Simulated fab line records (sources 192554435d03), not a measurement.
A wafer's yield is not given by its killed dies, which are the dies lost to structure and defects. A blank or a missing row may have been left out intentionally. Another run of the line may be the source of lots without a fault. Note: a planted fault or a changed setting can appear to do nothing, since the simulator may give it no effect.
Chamber matching ; flow n5-finfet ; 3 sister chambers for N5_BEOL_M1_PRE_CLEAN_60 on cvd-co-02
The step time 15 s. 3 wafers are shown with their chamber, then 7 later ones without.

== WAFERS, EACH WITH ITS CHAMBER ==
wafer;chamber;heater-power-w (W)
L418.2;1;60
L421.1;0;116
L421.2;2;88

== WAFERS WITHOUT THEIR CHAMBER ==
wafer;heater-power-w (W)
L421.3;59
L427.2;89
L427.3;58
L427.5;116
L429.4;58
L429.5;87
L429.6;118

== EACH ONE'S CHAMBER ==
wafer;from the rows above;in truth
L421.3;1;1
L427.2;2;2
L427.3;1;1
L427.5;0;0
L429.4;1;1
L429.5;2;2
L429.6;0;0
Placed correctly: 7 of 7. From these rows, 0 cannot be placed. Wrongly placed: 0.
How it was worked out, from the rows above alone: a wafer's distance from a chamber is the root of the sum, over the readings, of the square of ((its reading less the chamber's mean) divided by the reading's scatter). The wafer belongs to the nearest chamber; if the next one is less than 2 further off, it can't be placed. A chamber's mean is the mean of its shown wafers. The scatter (one wafer shown for each chamber): square how far every hidden wafer sits from the nearest shown wafer, average those squares and take the square root.
